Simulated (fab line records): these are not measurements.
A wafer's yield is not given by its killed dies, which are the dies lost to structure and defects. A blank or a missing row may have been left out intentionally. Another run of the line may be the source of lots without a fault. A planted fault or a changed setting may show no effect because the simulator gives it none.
A struck lot beside a sound one | flow nand-harc | 34 steps out of a route of 1159
Sound: these wafers, L523.2, L523.4, L523.5. Struck: wafer L539.6. (L539.1, L539.3 of the same lot were not struck and are left out.) The cause comes at the end.
Each step with rows lists, per side, the tool, then ch with its chambers, then its first start. Under that, the readings that differ: sound wafers | struck wafers | difference of the means | sigmas: that difference in standard deviations of wafers without a fault.
alike: same words and numbers on both sides, and readings whose means sit less than 2 such deviations apart. not compared: any withheld reading, any reading some wafer has no value for, any bound like >300 that may hide the same value, and any number with overlapping values for which the record gives no deviation.
A row with sigmas, a row that says differs or no value, or rows on one side alone: a step with any of these is where the two part. Numbers that have no deviation but don't overlap get no sigmas and don't part them. Lack of a reading on every wafer of one side parts them only where that side has two or more wafers.

NHARC_P_START_INSPECT_01:
  struck on defect-inspect-01, day 6 00:02; sound on defect-inspect-02, day 2 00:02
  alike: raw-defect-count
NHARC_P_ZERO_WELL_PRECLEAN_00: cleans in SPM, time 600 s.
  sound on wet-bench-02 ch 1,4,6, day 2 00:08; struck on wet-bench-02 ch 0, day 6 00:08
  reading                | sound          | struck | difference | sigmas
  bath-heat-duty-pct (%) | 15.0 12.4 13.3 | 16.7   | +3.1       | +2
then, 11 steps without rows for these wafers: NHARC_P_ZERO_WELL_SRD_01; NHARC_P_ZERO_WELL_PECVD_02 (deposits SiO2, target thk 10 nm); NHARC_P_ZERO_WELL_DEHYDRATE_03 (time 120 s); NHARC_P_ZERO_WELL_HMDS_04 (time 30 s); NHARC_P_ZERO_WELL_COAT_64 (time 65 s); NHARC_P_ZERO_WELL_COAT_05 (resist thk 600 nm); NHARC_P_ZERO_WELL_SOFTBAKE_06 (time 70 s); NHARC_P_ZERO_WELL_EBR_07; NHARC_P_ZERO_WELL_EXPOSE_08 (exposes mask P ZERO, target cd 500 nm); NHARC_P_ZERO_WELL_PEB_09 (peb time 80 s); NHARC_P_ZERO_WELL_DEVELOP_10 (time 50 s).
NHARC_P_ZERO_WELL_CD_MEAS_11 targets a cd of 500 nm.
  sound on cd-sem-03 ch 0, day 2 01:14; struck on cd-sem-03 ch 0, day 6 01:25
  alike: cd-nm
then, 1 step without rows for these wafers: NHARC_P_ZERO_WELL_HARDBAKE_12 (time 65 s).
NHARC_P_ZERO_WELL_DESCUM_13: chemistry O2, time 3 s.
  sound on rie-diel-09 ch 0,1, day 2 01:25; struck on rie-diel-09 ch 1, day 6 01:35
  alike: drypump-motor-current-A, oes-product-au, rf-vpp-V, showerhead-plenum-p-Torr, throttle-valve-pct
  not compared: rf-hours-counter-h
NHARC_P_ZERO_WELL_ETCH_65: etches the open film in N2/H2, target depth 80 nm, overetch 24 nm, time 87.88 s.
  sound on rie-diel-09 ch 0,1,2, day 2 01:31; struck on rie-diel-09 ch 2, day 6 01:40
  alike: drypump-motor-current-A, oes-product-au, rf-vpp-V, showerhead-plenum-p-Torr, throttle-valve-pct
  not compared: rf-hours-counter-h
NHARC_P_ZERO_WELL_ETCH_62: etches the open film in CHF3/Ar, target depth 13 nm, time 6.5 s.
  sound: rie-diel-09 ch 0,1,3; struck: rie-diel-09 ch 1
  reading                | sound                | struck | difference | sigmas
  throttle-valve-pct (%) | 20.224 20.225 20.220 | 20.201 | -0.022     | -2
  alike: drypump-motor-current-A, oes-product-au, rf-vpp-V, showerhead-plenum-p-Torr
  not compared: rf-hours-counter-h
NHARC_P_ZERO_WELL_ETCH_63: etches the open film in HBr/Cl2, target depth 120 nm, time 40.1 s.
  sound on rie-si-03 ch 0,1, day 2 01:40; struck on rie-si-04 ch 3, day 6 01:50
  reading               | sound             | struck | difference | sigmas
  oes-product-au (a.u.) | 0.955 0.982 0.980 | 1.027  | +0.055     | +3
  alike: drypump-motor-current-A, he-backside-leak-sccm, throttle-valve-pct
  not compared: rf-hours-counter-h
then, 9 steps without rows for these wafers: NHARC_P_ZERO_WELL_STRIP_15 (strips in SPM, time 900 s); NHARC_P_ZERO_WELL_DEHYDRATE_16 (time 120 s); NHARC_P_ZERO_WELL_HMDS_17 (time 30 s); NHARC_P_ZERO_WELL_COAT_18; NHARC_P_ZERO_WELL_SOFTBAKE_19 (time 95 s); NHARC_P_ZERO_WELL_EBR_20; NHARC_P_ZERO_WELL_EXPOSE_21 (exposes mask P NWELL, target cd 720 nm); NHARC_P_ZERO_WELL_PEB_22 (peb time 85 s); NHARC_P_ZERO_WELL_DEVELOP_23 (time 70 s).
NHARC_P_ZERO_WELL_CD_MEAS_24 targets a cd of 720 nm.
  sound on cd-sem-02 ch 0, day 2 02:37; struck on cd-sem-01 ch 0, day 6 02:46
  alike: cd-nm
then, 1 step without rows for these wafers: NHARC_P_ZERO_WELL_HARDBAKE_25 (time 80 s).
NHARC_P_ZERO_WELL_DESCUM_26: chemistry O2, time 3 s.
  sound on rie-diel-07 ch 0,2,3, day 2 02:48; struck on rie-diel-01 ch 1, day 6 02:55
  reading                     | sound          | struck | difference | sigmas
  drypump-motor-current-A (A) | 5.64 6.30 6.05 | 5.39   | -0.61      | -2
  alike: oes-product-au, rf-vpp-V, showerhead-plenum-p-Torr, throttle-valve-pct
  not compared: rf-hours-counter-h
NHARC_P_ZERO_WELL_INSPECT_43:
  struck on defect-inspect-01, day 6 07:53; sound on defect-inspect-02, day 2 07:47
  reading          | sound    | struck | difference | sigmas
  raw-defect-count | 11 14 12 | 33     | +21        | +3
NHARC_P_STI_INSPECT_11:
  struck on defect-inspect-02, day 6 23:23; sound on defect-inspect-01, day 3 02:43
  reading          | sound  | struck | difference | sigmas
  raw-defect-count | 3 15 2 | 32     | +25        | +10
-- record jumps: 18 days between struck wafers' starts before vs after; left off in module P_STI, resumes in module END, first step shown is number 1159 of the route --
NHARC_END_SORT_01:
  here the record holds rows for the struck wafers (prober-01 ch 0, day 24 21:32) but none for the sound ones

== WHERE THEY PART ==
First at NHARC_P_ZERO_WELL_PRECLEAN_00; last, within this record, at NHARC_END_SORT_01.

WHY: the cause the simulator had injected
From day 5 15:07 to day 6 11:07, wet-bench-02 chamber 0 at NHARC_P_ZERO_WELL_PRECLEAN_00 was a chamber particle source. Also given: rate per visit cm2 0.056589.
